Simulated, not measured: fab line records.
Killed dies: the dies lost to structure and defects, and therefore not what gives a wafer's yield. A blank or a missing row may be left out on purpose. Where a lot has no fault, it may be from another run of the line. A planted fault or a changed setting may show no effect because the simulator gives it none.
Chamber matching / flow nand_harc / rie_diel-03 running NHARC_P_M2_STRIP_18: 4 sister chambers
The step strips in N2/H2. 4 wafers are shown with their chamber, then 12 later ones without.

WAFERS PAIRED WITH THEIR CHAMBERS
wafer=L088.5; chamber=1; drypump_motor_current_A (A)=6.0
wafer=L093.4; chamber=0; drypump_motor_current_A (A)=4.7
wafer=L093.5; chamber=3; drypump_motor_current_A (A)=5.7
wafer=L093.6; chamber=2; drypump_motor_current_A (A)=6.3

WAFERS WITH NO CHAMBER GIVEN
wafer=L092.2; drypump_motor_current_A (A)=6.2
wafer=L092.4; drypump_motor_current_A (A)=4.7
wafer=L092.5; drypump_motor_current_A (A)=5.8
wafer=L095.1; drypump_motor_current_A (A)=4.7
wafer=L095.2; drypump_motor_current_A (A)=5.8
wafer=L095.4; drypump_motor_current_A (A)=4.7
wafer=L096.3; drypump_motor_current_A (A)=6.0
wafer=L096.5; drypump_motor_current_A (A)=4.8
wafer=L096.6; drypump_motor_current_A (A)=5.7
wafer=L097.1; drypump_motor_current_A (A)=6.2
wafer=L097.5; drypump_motor_current_A (A)=5.8
wafer=L097.6; drypump_motor_current_A (A)=6.2

THE CHAMBER EACH PASSED THROUGH
wafer=L092.2; from the rows above=can't be placed: 2 or 1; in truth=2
wafer=L092.4; from the rows above=0; in truth=0
wafer=L092.5; from the rows above=can't be placed: 3 or 1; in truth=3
wafer=L095.1; from the rows above=0; in truth=0
wafer=L095.2; from the rows above=can't be placed: 3 or 1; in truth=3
wafer=L095.4; from the rows above=0; in truth=0
wafer=L096.3; from the rows above=1; in truth=1
wafer=L096.5; from the rows above=0; in truth=0
wafer=L096.6; from the rows above=3; in truth=3
wafer=L097.1; from the rows above=can't be placed: 2 or 1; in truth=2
wafer=L097.5; from the rows above=can't be placed: 3 or 1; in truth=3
wafer=L097.6; from the rows above=can't be placed: 2 or 1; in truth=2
6 of 12 placed correctly. These rows do not allow placing 6 (true chamber among the candidates in 6). Wrongly placed: 0.
How it was worked out, from the rows above alone: a wafer's distance from a chamber is the root of the sum, over the readings, of the square of ((its reading less the chamber's mean) divided by the reading's scatter). If the next closest chamber is less than 2 further off than the closest, the wafer can't be placed; otherwise it belongs to the closest. The mean given for a chamber averages the wafers shown for that chamber. The scatter: with one shown wafer a chamber, the root of the mean of the squares of how far each hidden wafer lies from its nearest shown one.
